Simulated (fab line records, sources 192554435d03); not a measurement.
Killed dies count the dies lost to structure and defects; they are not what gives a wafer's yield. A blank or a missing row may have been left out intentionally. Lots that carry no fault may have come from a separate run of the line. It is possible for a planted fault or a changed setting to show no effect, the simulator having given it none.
fab line records | flow n5-finfet | part 1 of 2: steps 1 to 20 of 26
[record] lots = 5 | wafers = 15 | last-day = 17
route steps=1938 shown BEOL_M9@1417
lots that met no fault: from a run of the same line without faults
start-h: start of the lot's first displayed wafer, in hours after the record's first day | wait-h: hours from the lot's prior step to this one | " same as the row above | L1.1+2: a row that stands for several wafers | - no value present, or no start provided | * or withheld: withheld | < > ~ a bound
route shown NAME@n: NAME is a module with steps in the file, n the number in the route of the first one | usual: mean and standard deviation over wafers with no fault | same: alike in all rows | chamber/n: place in a boat | sites: readings site by site | _std_site: standard deviation of those values | _edge_site: inner sites' mean taken away from outer sites' mean | radius-mm: how far each site lies from the wafer's centre | mask NAME#n: copy n | behind: the last tool/chamber to shape the wafer | hold: the reason the lot was held/the length of the hold in hours/how it ended | device: transistor that didn't switch, given as n, p or np | end of line: the same wafers' tests at the end of the route | for a step that has no rows: nothing shown but its recipe | killed: not the wafer's yield, but the dies lost to structure and defects at the first sort | map: dies across one wafer; x = killed, . = not, _ = none there
set.NAME: the setting as run; set.NAME@STEP: as run at that earlier step | model.NAME: the simulator's own value behind a step, which no gauge read
a table for each step, a row for each wafer; lots at some steps of the route
services: the hour from which a tool's chamber was out of use, counted from the record's first day as start-h (under 0 if before that day), plus the number of hours and why
[[steps]]
[step N5_BEOL_M9_DESCUM_16]
[recipe] chemistry = O2 | time-s = 7.9 | source-power-w = 50 | bias-power-w = 20 | pressure-mtorr = 20 | rf-frequency-hz = 2.712e+07 | temp-c = 40 | resist = CAR-ArF | o2-flow-sccm = 225
[usual] drypump-motor-current-A = 5.6/0.34 | oes-product-au = 0.80/0.092 | rf-fwd-power-W = 49.44/0.25 | rf-vpp-V = 243.2/1.5 | showerhead-plenum-p-Torr = 2.09/0.071 | temp-c = 39.99/0.12 | throttle-valve-pct = 20.34/0.23
[same] time-s = 7.9
lot.wafer | tool        | chamber | start-h | wait-h | drypump-motor-current-A | oes-product-au | rf-fwd-power-W | rf-hours-counter-h | rf-vpp-V | showerhead-plenum-p-Torr | temp-c | throttle-valve-pct
L078.2    | rie-diel-05 | 2       | 289.72  | 0.0    | 5.9                     | 0.72           | 49.71          | 182                | 241.2    | 2.07                     | 39.81  | 20.22
L078.3    | "           | 1       | "       | "      | 5.1                     | 0.82           | 49.48          | 64                 | 243.9    | 2.13                     | 39.92  | 20.26
L078.6    | "           | 2       | "       | "      | 5.9                     | 0.71           | 49.57          | -                  | 242.6    | 2.07                     | 39.95  | 20.22
L084.1    | rie-diel-02 | 3       | 296.36  | 0.2    | 5.5                     | 0.88           | 49.46          | 21                 | 242.5    | 2.03                     | 39.93  | 20.45
L084.3    | "           | 1       | "       | "      | 5.9                     | 0.91           | 49.69          | 12                 | 245.6    | 2.16                     | 40.02  | 20.07
L084.4    | "           | 2       | "       | "      | 5.6                     | 0.90           | 49.65          | 21                 | 244.7    | 2.13                     | 40.16  | 20.03
L085.1    | rie-diel-05 | 3       | 296.71  | 0.2    | 6.3                     | 0.90           | 48.91          | 30                 | 244.2    | 2.22                     | 40.04  | 20.44
L085.4    | "           | 0       | "       | "      | 5.3                     | 0.71           | 49.54          | 200                | 243.3    | 2.05                     | 39.97  | 20.24
L085.6    | "           | 0       | "       | "      | 5.3                     | 0.71           | 49.45          | -                  | 241.0    | 2.05                     | 39.94  | 20.25
L090.3    | rie-diel-05 | 3       | 323.58  | 0.0    | 6.3                     | 0.87           | 49.20          | 39                 | 245.5    | 2.21                     | 39.78  | 20.44
L090.4    | "           | 0       | "       | "      | 5.3                     | 0.70           | 49.51          | 209                | 242.5    | 2.05                     | 39.47  | 20.25
L090.5    | "           | 1       | "       | "      | 5.1                     | 0.81           | 49.49          | -                  | 243.7    | 2.12                     | 39.97  | 20.30
L091.2    | rie-diel-02 | 1       | 336.87  | 0.1    | 5.8                     | 0.90           | 50.03          | 24                 | 244.4    | 2.15                     | 40.10  | 20.09
L091.3    | "           | 2       | "       | "      | 5.7                     | 0.88           | 49.32          | 38                 | 243.6    | 2.12                     | 39.81  | 20.05
L091.6    | "           | 2       | "       | "      | 5.7                     | 0.87           | 49.30          | -                  | 244.5    | 2.12                     | 39.97  | 20.06
[step N5_BEOL_M9_ETCH_61]
[recipe] chemistry = CF4 | target = SiARC | target-depth-a = 390 | mask-material = CAR-ArF | time-s = 65 | ion-energy-ev = 80 | pressure-mtorr = 40 | source-w = 545 | bias-w = 36 | Ar_flow_sccm = 100 | cf4-flow-sccm = 100 | ends = cleared
[usual] cf4-flow-sccm = 100.02/0.29 | drypump-motor-current-A = 5.6/0.34 | etch-rf-on-time-s = 65.8/1.6 | oes-product-au = 0.68/0.081 | rf-fwd-power-W = 538.9/2.8 | rf-vpp-V = 184.2/1.1 | showerhead-plenum-p-Torr = 2.15/0.069 | throttle-valve-pct = 15.56/0.23
lot.wafer | tool        | chamber | start-h | wait-h | cf4-flow-sccm | drypump-motor-current-A | etch-rf-on-time-s | oes-product-au | rf-fwd-power-W | rf-hours-counter-h | rf-vpp-V | showerhead-plenum-p-Torr | throttle-valve-pct
L078.2    | rie-diel-05 | 2       | 289.75  | 0.0    | 100.10        | 5.8                     | 63.7              | 0.62           | 544.6          | 182                | 184.0    | 2.12                     | 15.49
L078.3    | "           | 1       | "       | "      | 100.03        | 5.1                     | 63.8              | 0.71           | 539.4          | 64                 | 183.8    | 2.18                     | 15.48
L078.6    | "           | 2       | "       | "      | 100.01        | 5.8                     | 63.8              | 0.62           | 541.4          | -                  | 183.4    | 2.12                     | 15.47
L084.1    | rie-diel-02 | 3       | 296.39  | 0.0    | 100.46        | 5.5                     | 63.6              | 0.77           | 538.7          | 21                 | 183.4    | 2.09                     | 15.57
L084.3    | "           | 1       | "       | "      | 99.96         | 5.8                     | 65.9              | 0.77           | 540.2          | 12                 | 184.1    | 2.19                     | 15.16
L084.4    | "           | 2       | "       | "      | 100.10        | 5.7                     | 64.2              | 0.78           | 539.6          | 21                 | 183.7    | 2.18                     | 15.22
L085.1    | rie-diel-05 | 3       | 296.74  | 0.0    | 100.10        | 6.3                     | 66.0              | 0.76           | 536.3          | 30                 | 185.7    | 2.27                     | 15.60
L085.4    | "           | 0       | "       | "      | 100.10        | 5.3                     | 66.9              | 0.60           | 540.5          | 200                | 184.3    | 2.12                     | 15.63
L085.6    | "           | 0       | "       | "      | 99.96         | 5.3                     | 66.3              | 0.60           | 539.2          | -                  | 184.0    | 2.12                     | 15.63
L090.3    | rie-diel-05 | 3       | 323.61  | 0.0    | 99.86         | 6.3                     | 65.7              | 0.74           | 538.6          | 39                 | 184.0    | 2.26                     | 15.60
L090.4    | "           | 0       | "       | "      | 99.87         | 5.3                     | 65.4              | 0.60           | 541.3          | 209                | 184.0    | 2.12                     | 15.67
L090.5    | "           | 1       | "       | "      | 100.46        | 5.1                     | 64.0              | 0.70           | 539.5          | -                  | 183.5    | 2.18                     | 15.50
L091.2    | rie-diel-02 | 1       | 336.91  | 0.0    | 99.98         | 5.8                     | 66.6              | 0.75           | 539.2          | 24                 | 183.6    | 2.18                     | 15.18
L091.3    | "           | 2       | "       | "      | 100.10        | 5.7                     | 64.6              | 0.75           | 535.7          | 38                 | 183.7    | 2.18                     | 15.28
L091.6    | "           | 2       | "       | "      | 99.81         | 5.7                     | 64.7              | 0.74           | 538.1          | -                  | 184.5    | 2.18                     | 15.28
[step N5_BEOL_M9_ETCH_62]
[recipe] chemistry = N2/H2 | target = SOC | target-depth-a = 1100 | overetch-a = 220 | mask-material = SiARC | temp-c = 40 | time-s = 165 | ion-energy-ev = 200 | pressure-mtorr = 30 | source-w = 840 | bias-w = 150 | n2-flow-sccm = 200 | h2-flow-sccm = 200
[usual] drypump-motor-current-A = 5.6/0.35 | n2-flow-sccm = 200.0/0.59 | oes-product-au = 0.68/0.076 | rf-fwd-power-W = 837.4/2.4 | rf-vpp-V = 524.1/2.5 | showerhead-plenum-p-Torr = 2.55/0.09 | temp-c = 39.99/0.12 | throttle-valve-pct = 17.77/0.21
[same] time-s = 165
lot.wafer | tool        | chamber | start-h | wait-h | drypump-motor-current-A | n2-flow-sccm | oes-product-au | rf-fwd-power-W | rf-hours-counter-h | rf-vpp-V | showerhead-plenum-p-Torr | temp-c | throttle-valve-pct
L078.2    | rie-diel-05 | 2       | 289.80  | 0.0    | 5.9                     | 199.5        | 0.61           | 832.7          | 182                | 522.9    | 2.52                     | 39.91  | 17.58
L078.3    | "           | 1       | "       | "      | 5.1                     | 200.8        | 0.70           | 835.0          | 65                 | 525.0    | 2.57                     | 39.90  | 17.60
L078.6    | "           | 2       | "       | "      | 5.9                     | 200.3        | 0.61           | 835.6          | -                  | 523.3    | 2.52                     | 39.87  | 17.58
L084.1    | rie-diel-02 | 3       | 296.44  | 0.0    | 5.5                     | 199.8        | 0.75           | 837.8          | 21                 | 521.6    | 2.48                     | 40.03  | 17.83
L084.3    | "           | 1       | "       | "      | 5.8                     | 200.8        | 0.77           | 839.3          | 12                 | 525.9    | 2.62                     | 39.96  | 17.42
L084.4    | "           | 2       | "       | "      | 5.7                     | 199.3        | 0.77           | 835.8          | 21                 | 526.5    | 2.61                     | 40.08  | 17.63
L085.1    | rie-diel-05 | 3       | 296.79  | 0.0    | 6.4                     | 199.8        | 0.76           | 839.4          | 30                 | 526.5    | 2.71                     | 39.98  | 17.92
L085.4    | "           | 0       | "       | "      | 5.3                     | 199.2        | 0.60           | 838.0          | 200                | 524.2    | 2.51                     | 39.96  | 17.69
L085.6    | "           | 0       | "       | "      | 5.3                     | 199.8        | 0.61           | 835.7          | -                  | 522.6    | 2.51                     | 39.85  | 17.70
L090.3    | rie-diel-05 | 3       | 323.66  | 0.0    | 6.3                     | 199.9        | 0.74           | 838.8          | 39                 | 527.3    | 2.71                     | 39.94  | 17.92
L090.4    | "           | 0       | "       | "      | 5.3                     | 200.6        | 0.60           | 835.8          | 209                | 521.8    | 2.50                     | 39.97  | 17.73
L090.5    | "           | 1       | "       | "      | 5.1                     | 200.6        | 0.69           | 837.8          | -                  | 523.9    | 2.57                     | 40.08  | 17.65
L091.2    | rie-diel-02 | 1       | 336.96  | 0.0    | 5.9                     | 199.1        | 0.74           | 842.2          | 24                 | 526.5    | 2.61                     | 40.01  | 17.43
L091.3    | "           | 2       | "       | "      | 5.7                     | 201.1        | 0.73           | 836.7          | 38                 | 525.5    | 2.60                     | 40.14  | 17.66
L091.6    | "           | 2       | "       | "      | 5.6                     | 200.1        | 0.73           | 833.8          | -                  | 525.3    | 2.60                     | 40.02  | 17.65
[step N5_BEOL_M9_STRIP_68]
[recipe] chemistry = N2/H2 | temp-c = 40 | n2-flow-sccm = 200 | h2-flow-sccm = 200 | rf-frequency-hz = 6e+07
lot.wafer  | tool        | chamber | start-h | wait-h
L078.2+3+6 | rie-diel-05 | 2,1,2   | 289.94  | 0.1
L084.1+3+4 | rie-diel-02 | 3,1,2   | 296.58  | 0.1
L085.1+4+6 | rie-diel-05 | 3,0,0   | 296.93  | 0.1
L090.3+4+5 | rie-diel-05 | 3,0,1   | 323.80  | 0.1
L091.2+3+6 | rie-diel-02 | 1,2,2   | 337.10  | 0.1
[step N5_BEOL_M9_STRIP_67]
[recipe] chemistry = CF4 | resist = SiARC | power-w = 300 | bias-power-w = 75 | pressure-mtorr = 50 | cf4-flow-sccm = 150 | rf-frequency-hz = 6e+07
[usual] cf4-flow-sccm = 150.0/0.48 | drypump-motor-current-A = 5.6/0.35 | oes-product-au = 0.80/0.089 | rf-vpp-V = 271.3/1.4 | showerhead-plenum-p-Torr = 1.80/0.056 | throttle-valve-pct = 13.54/0.26
lot.wafer | tool        | chamber | start-h | wait-h | cf4-flow-sccm | drypump-motor-current-A | oes-product-au | rf-hours-counter-h | rf-vpp-V | showerhead-plenum-p-Torr | throttle-valve-pct
L078.2    | rie-diel-05 | 2       | 289.95  | 0.0    | 150.6         | 5.8                     | 0.72           | 182                | 271.3    | 1.77                     | 13.47
L078.3    | "           | 1       | "       | "      | 151.0         | 5.1                     | 0.83           | 65                 | 272.9    | 1.84                     | 13.48
L078.6    | "           | 2       | "       | "      | 150.4         | 5.8                     | 0.72           | -                  | 271.5    | 1.77                     | 13.48
L084.1    | rie-diel-02 | 3       | 296.59  | 0.0    | 150.5         | 5.5                     | 0.89           | 21                 | 271.3    | 1.75                     | 13.49
L084.3    | "           | 1       | "       | "      | 149.8         | 5.9                     | 0.92           | 13                 | 272.9    | 1.82                     | 13.09
L084.4    | "           | 2       | "       | "      | 150.0         | 5.6                     | 0.91           | 21                 | 272.9    | 1.82                     | 13.18
L085.1    | rie-diel-05 | 3       | 296.94  | 0.0    | 149.1         | 6.3                     | 0.89           | 30                 | 273.1    | 1.90                     | 13.52
L085.4    | "           | 0       | "       | "      | 149.2         | 5.3                     | 0.71           | 200                | 271.0    | 1.77                     | 13.64
L085.6    | "           | 0       | "       | "      | 149.0         | 5.3                     | 0.72           | -                  | 269.8    | 1.77                     | 13.64
L090.3    | rie-diel-05 | 3       | 323.81  | 0.0    | 150.2         | 6.3                     | 0.87           | 39                 | 273.5    | 1.89                     | 13.55
L090.4    | "           | 0       | "       | "      | 149.1         | 5.3                     | 0.71           | 209                | 269.7    | 1.77                     | 13.68
L090.5    | "           | 1       | "       | "      | 150.5         | 5.1                     | 0.81           | -                  | 270.5    | 1.83                     | 13.49
L091.2    | rie-diel-02 | 1       | 337.11  | 0.0    | 149.6         | 5.9                     | 0.89           | 24                 | 272.0    | 1.82                     | 13.13
L091.3    | "           | 2       | "       | "      | 150.0         | 5.7                     | 0.87           | 38                 | 272.0    | 1.82                     | 13.20
L091.6    | "           | 2       | "       | "      | 150.7         | 5.7                     | 0.87           | -                  | 271.5    | 1.82                     | 13.22
[step N5_BEOL_M9_HM_OPEN_17]
[recipe] chemistry = Cl2/BCl3 | target-depth-a = 200 | overetch-a = 60 | target = TiN | mask-material = SOC | ion-energy-ev = 150 | pressure-mtorr = 10 | icp-w = 1000 | bias-w = 126 | Cl2_flow_sccm = 53.25 | bcl3-flow-sccm = 21.75 | Ar_flow_sccm = 25
[usual] drypump-motor-current-A = 5.8/0.42 | he-backside-leak-sccm = 3.35/0.19 | oes-product-au = 0.70/0.064 | rf-fwd-power-W = 991/3.2 | throttle-valve-pct = 22.16/0.24
lot.wafer | tool         | chamber | start-h | wait-h | drypump-motor-current-A | he-backside-leak-sccm | oes-product-au | rf-fwd-power-W | rf-hours-counter-h | throttle-valve-pct
L078.2    | rie-metal-03 | 0       | 289.99  | 0.0    | 5.7                     | 3.34                  | 0.76           | 993            | 13                 | 22.03
L078.3    | "            | 0       | "       | "      | 5.7                     | 3.41                  | 0.75           | 990            | -                  | 22.03
L078.6    | "            | 0       | "       | "      | 5.7                     | 3.39                  | 0.76           | 990            | -                  | 22.05
L084.1    | rie-metal-01 | 0       | 296.63  | 0.0    | 5.7                     | 3.19                  | 0.63           | 985            | 63                 | 22.06
L084.3    | "            | 1       | "       | "      | 6.2                     | 3.18                  | 0.60           | 988            | -                  | 22.62
L084.4    | "            | 0       | "       | "      | 5.7                     | 3.24                  | 0.63           | 986            | -                  | 22.06
L085.1    | rie-metal-03 | 0       | 296.98  | 0.0    | 5.7                     | 3.53                  | 0.75           | 994            | 13                 | 22.05
L085.4    | "            | 0       | "       | "      | 5.7                     | 3.60                  | 0.74           | 993            | -                  | 22.04
L085.6    | "            | 0       | "       | "      | 5.7                     | 3.56                  | 0.75           | 993            | -                  | 22.06
L090.3    | rie-metal-02 | 1       | 323.88  | 0.1    | 6.4                     | 3.30                  | 0.74           | 988            | -                  | 22.18
L090.4    | "            | 0       | "       | "      | 5.1                     | 3.61                  | 0.70           | 991            | -                  | 22.34
L090.5    | "            | 0       | "       | "      | 5.1                     | 3.73                  | 0.70           | 990            | -                  | 22.34
L091.2    | rie-metal-03 | 0       | 337.15  | 0.0    | 5.7                     | 3.53                  | 0.76           | 994            | 18                 | 22.04
L091.3    | "            | 1       | "       | "      | 5.8                     | 3.07                  | 0.73           | 995            | -                  | 21.92
L091.6    | "            | 0       | "       | "      | 5.7                     | 3.60                  | 0.76           | 988            | -                  | 22.02
[step N5_BEOL_M9_STRIP_19]
[recipe] chemistry = O2 | power-w = 400 | temp-c = 40 | pressure-mtorr = 30 | rf-frequency-hz = 6e+07 | bias-power-w = 0 | overash-fraction = 0.2 | o2-flow-sccm = 225
[usual] drypump-motor-current-A = 5.6/0.31 | oes-product-au = 0.81/0.098 | rf-vpp-V = 3.7/0.62 | showerhead-plenum-p-Torr = 2.09/0.07 | temp-c = 40.00/0.12 | throttle-valve-pct = 16.59/0.26
lot.wafer | tool        | chamber | start-h | wait-h | drypump-motor-current-A | oes-product-au | rf-hours-counter-h | rf-vpp-V | showerhead-plenum-p-Torr | temp-c | throttle-valve-pct
L078.2    | rie-diel-02 | 3       | 290.10  | 0.1    | 5.5                     | 0.89           | 18                 | 3.1      | 2.04                     | 40.00  | 16.62
L078.3    | "           | 2       | "       | "      | 5.7                     | 0.90           | 18                 | 3.9      | 2.13                     | 40.04  | 16.25
L078.6    | "           | 2       | "       | "      | 5.7                     | 0.91           | -                  | 3.1      | 2.13                     | 40.18  | 16.25
L084.1    | rie-diel-05 | 1       | 296.96  | 0.3    | 5.1                     | 0.81           | 67                 | 3.3      | 2.13                     | 39.82  | 16.50
L084.3    | "           | 0       | "       | "      | 5.3                     | 0.71           | 200                | 3.3      | 2.06                     | 40.12  | 16.59
L084.4    | "           | 2       | "       | "      | 5.9                     | 0.71           | 184                | 3.9      | 2.07                     | 39.87  | 16.49
L085.1    | rie-diel-04 | 3       | 297.15  | 0.1    | 5.5                     | 0.68           | 249                | 2.9      | 1.98                     | 39.94  | 17.11
L085.4    | "           | 2       | "       | "      | 5.7                     | 0.91           | 19                 | 4.4      | 2.04                     | 40.08  | 16.25
L085.6    | "           | 2       | "       | "      | 5.7                     | 0.91           | -                  | 3.4      | 2.04                     | 40.00  | 16.25
L090.3    | rie-diel-04 | 0       | 323.96  | 0.1    | 5.7                     | 0.69           | 227                | 3.2      | 2.07                     | 39.89  | 17.10
L090.4    | "           | 0       | "       | "      | 5.7                     | 0.70           | -                  | 3.9      | 2.07                     | 40.04  | 17.14
L090.5    | "           | 1       | "       | "      | 5.9                     | 0.70           | -                  | 3.9      | 2.14                     | 40.02  | 16.59
L091.2    | rie-diel-02 | 3       | 337.36  | 0.2    | 5.5                     | 0.86           | 39                 | 4.0      | 2.03                     | 39.96  | 16.66
L091.3    | "           | 0       | "       | "      | 5.3                     | 0.70           | 234                | 3.1      | 1.98                     | 39.78  | 16.88
L091.6    | "           | 1       | "       | "      | 5.8                     | 0.90           | -                  | 3.6      | 2.15                     | 40.09  | 16.33
[step N5_BEOL_M9_CD_MEAS_18]
[recipe] pitch-nm = 140 | target-cd-nm = 70
[usual] cd-nm = 70.0/0.61
lot.wafer | tool      | chamber | start-h | wait-h | cd-nm
L078.2    | cd-sem-01 | -       | 290.17  | 0.1    | 69.5
L078.3    | "         | -       | "       | "      | 70.7
L078.6    | "         | -       | "       | "      | 69.8
L084.1    | cd-sem-01 | -       | 297.03  | 0.0    | 69.9
L084.3    | "         | -       | "       | "      | 69.5
L084.4    | "         | -       | "       | "      | 70.7
L085.1    | cd-sem-01 | -       | 297.22  | 0.0    | 70.1
L085.4    | "         | -       | "       | "      | 69.2
L085.6    | "         | -       | "       | "      | 68.9
L090.3    | cd-sem-02 | -       | 324.04  | 0.1    | 69.8
L090.4    | "         | -       | "       | "      | 69.1
L090.5    | "         | -       | "       | "      | 71.2
L091.2    | cd-sem-02 | -       | 337.44  | 0.1    | 68.5
L091.3    | "         | -       | "       | "      | 69.7
L091.6    | "         | -       | "       | "      | 69.9
[step N5_BEOL_M9_COAT_63]
[recipe] resist = SOC | temp-c = 250 | time-s = 60 | spin-rpm = 1500 | resist-thk-nm = 60
[same] time-s = 60
lot.wafer  | tool           | chamber | start-h | wait-h
L078.2+3+6 | litho-track-04 | 0       | 290.89  | 0.7
L084.1+3+4 | litho-track-02 | 0       | 298.21  | 1.2
L085.1+4+6 | litho-track-01 | 0       | 298.33  | 1.1
L090.3+4+5 | litho-track-02 | 0       | 324.98  | 0.9
L091.2+3+6 | litho-track-01 | 0       | 338.28  | 0.8
[step N5_BEOL_M9_COAT_64]
[recipe] resist = SiARC | temp-c = 220 | time-s = 60 | spin-rpm = 1500 | resist-thk-nm = 12
[same] time-s = 60
lot.wafer  | tool           | chamber | start-h | wait-h
L078.2+3+6 | litho-track-04 | 0       | -       | -
L084.1+3+4 | litho-track-02 | 0       | -       | -
L085.1+4+6 | litho-track-01 | 0       | -       | -
L090.3+4+5 | litho-track-02 | 0       | -       | -
L091.2+3+6 | litho-track-01 | 0       | -       | -
[step N5_BEOL_M9_COAT_75]
[recipe] resist = underlayer | temp-c = 205 | time-s = 60 | spin-rpm = 1500 | resist-thk-nm = 5
[same] time-s = 60
lot.wafer  | tool           | chamber | start-h | wait-h
L078.2+3+6 | litho-track-04 | 0       | -       | -
L084.1+3+4 | litho-track-02 | 0       | -       | -
L085.1+4+6 | litho-track-01 | 0       | -       | -
L090.3+4+5 | litho-track-02 | 0       | -       | -
L091.2+3+6 | litho-track-01 | 0       | -       | -
[step N5_BEOL_M9_COAT_22]
[recipe] resist = CAR-EUV | spin-rpm = 1500 | resist-thk-nm = 30
lot.wafer  | tool           | chamber | start-h | wait-h
L078.2+3+6 | litho-track-04 | 0       | -       | -
L084.1+3+4 | litho-track-02 | 0       | -       | -
L085.1+4+6 | litho-track-01 | 0       | -       | -
L090.3+4+5 | litho-track-02 | 0       | -       | -
L091.2+3+6 | litho-track-01 | 0       | -       | -
[step N5_BEOL_M9_EBR_24]
[recipe] solvent = PGMEA | ebr-width-mm = 1.5
lot.wafer  | tool           | chamber | start-h | wait-h
L078.2+3+6 | litho-track-04 | 0       | -       | -
L084.1+3+4 | litho-track-02 | 0       | -       | -
L085.1+4+6 | litho-track-01 | 0       | -       | -
L090.3+4+5 | litho-track-02 | 0       | -       | -
L091.2+3+6 | litho-track-01 | 0       | -       | -
[step N5_BEOL_M9_SOFTBAKE_23]
[recipe] temp-c = 110 | time-s = 60 | resist = CAR-EUV
[same] time-s = 60
lot.wafer  | tool           | chamber | start-h | wait-h
L078.2+3+6 | litho-track-04 | 0       | -       | -
L084.1+3+4 | litho-track-02 | 0       | -       | -
L085.1+4+6 | litho-track-01 | 0       | -       | -
L090.3+4+5 | litho-track-02 | 0       | -       | -
L091.2+3+6 | litho-track-01 | 0       | -       | -
[step N5_BEOL_M9_EXPOSE_25]
[recipe] mask-id = V8 | na = 0.33 | source-shape = annular | sigma-inner = 0.4 | sigma-outer = 0.8 | polarization = unpolarized | dose-mj = 37.25
lot.wafer  | tool           | chamber | start-h | wait-h | mask
L078.2+3+6 | euv-scanner-01 | 0       | 291.16  | -      | V8#0
L084.1+3+4 | euv-scanner-01 | 0       | 298.39  | -      | V8#0
L085.1+4+6 | euv-scanner-01 | 0       | 298.47  | -      | V8#0
L090.3+4+5 | euv-scanner-02 | 0       | 325.29  | -      | V8#0
L091.2+3+6 | euv-scanner-02 | 0       | 338.43  | -      | V8#0
[step N5_BEOL_M9_PEB_26]
[recipe] peb-temp-c = 100 | peb-time-s = 60 | resist = CAR-EUV
lot.wafer  | tool           | chamber | start-h | wait-h
L078.2+3+6 | litho-track-04 | 0       | 291.22  | 0.0
L084.1+3+4 | litho-track-01 | 0       | 298.45  | 0.1
L085.1+4+6 | litho-track-02 | 0       | 298.53  | 0.1
L090.3+4+5 | litho-track-04 | 0       | 325.34  | 0.0
L091.2+3+6 | litho-track-02 | 0       | 338.48  | 0.0
[step N5_BEOL_M9_DEVELOP_27]
[recipe] develop-time-s = 30 | developer = TMAH | resist = CAR-EUV | rinse-liquid = surfactant-rinse | dry = air-spin | dev-temp-c = 23
lot.wafer  | tool           | chamber | start-h | wait-h
L078.2+3+6 | litho-track-04 | 0       | -       | -
L084.1+3+4 | litho-track-01 | 0       | -       | -
L085.1+4+6 | litho-track-02 | 0       | -       | -
L090.3+4+5 | litho-track-04 | 0       | -       | -
L091.2+3+6 | litho-track-02 | 0       | -       | -
[step N5_BEOL_M9_CD_MEAS_28]
[recipe] target-cd-nm = 70 | landing-energy-ev = 500 | detector = se-inlens | polarity = opening
[usual] cd-nm = 70.01/0.27
lot.wafer | tool      | chamber | start-h | wait-h | cd-nm
L078.2    | cd-sem-02 | 0       | 291.28  | -      | 69.81
L078.3    | "         | 0       | "       | "      | 69.56
L078.6    | "         | 0       | "       | "      | 70.13
L084.1    | cd-sem-01 | 0       | 298.52  | -      | 69.55
L084.3    | "         | 0       | "       | "      | 69.75
L084.4    | "         | 0       | "       | "      | 69.90
L085.1    | cd-sem-01 | 0       | 298.60  | -      | 69.98
L085.4    | "         | 0       | "       | "      | 69.30
L085.6    | "         | 0       | "       | "      | 69.93
L090.3    | cd-sem-01 | 0       | 325.41  | -      | 70.21
L090.4    | "         | 0       | "       | "      | 70.32
L090.5    | "         | 0       | "       | "      | 69.73
L091.2    | cd-sem-01 | 0       | 338.55  | -      | 70.46
L091.3    | "         | 0       | "       | "      | 70.16
L091.6    | "         | 0       | "       | "      | 70.38
[step N5_BEOL_M9_OVL_MEAS_29]
[recipe] points-per-wafer = 522
[usual] V8_OVL = 0.3/0.73
[same] points-per-wafer = 522
lot.wafer | tool       | chamber | start-h | wait-h | V8_OVL[nm]
L078.2    | overlay-01 | 0       | 291.32  | 0.0    | -0.2
L078.3    | "          | 0       | "       | "      | -0.2
L078.6    | "          | 0       | "       | "      | -0.2
L084.1    | overlay-01 | 0       | 298.55  | 0.0    | -0.6
L084.3    | "          | 0       | "       | "      | -0.5
L084.4    | "          | 0       | "       | "      | 0.1
L085.1    | overlay-01 | 0       | 298.63  | 0.0    | -0.9
L085.4    | "          | 0       | "       | "      | -1.5
L085.6    | "          | 0       | "       | "      | -1.6
L090.3    | overlay-01 | 0       | 325.45  | 0.0    | -0.8
L090.4    | "          | 0       | "       | "      | 0.1
L090.5    | "          | 0       | "       | "      | 0.4
L091.2    | overlay-02 | 0       | 338.58  | 0.0    | -0.1
L091.3    | "          | 0       | "       | "      | -0.1
L091.6    | "          | 0       | "       | "      | -0.4
[step N5_BEOL_M9_INSPECT_30]
[recipe] mode = adi | inspect-instrument = brightfield
[usual] raw-defect-count = 425/86
lot.wafer | tool              | chamber | start-h | wait-h | raw-defect-count
L078.2    | defect-inspect-01 | -       | 291.37  | 0.0    | 611
L078.3    | "                 | -       | "       | "      | 519
L078.6    | "                 | -       | "       | "      | 498
L084.1    | defect-inspect-02 | -       | 298.61  | 0.1    | 365
L084.3    | "                 | -       | "       | "      | 378
L084.4    | "                 | -       | "       | "      | 327
L085.1    | defect-inspect-01 | -       | 298.69  | 0.1    | 315
L085.4    | "                 | -       | "       | "      | 552
L085.6    | "                 | -       | "       | "      | 472
L090.3    | defect-inspect-01 | -       | 325.50  | 0.0    | 463
L090.4    | "                 | -       | "       | "      | 429
L090.5    | "                 | -       | "       | "      | 489
L091.2    | defect-inspect-02 | -       | 338.64  | 0.0    | 426
L091.3    | "                 | -       | "       | "      | 320
L091.6    | "                 | -       | "       | "      | 461
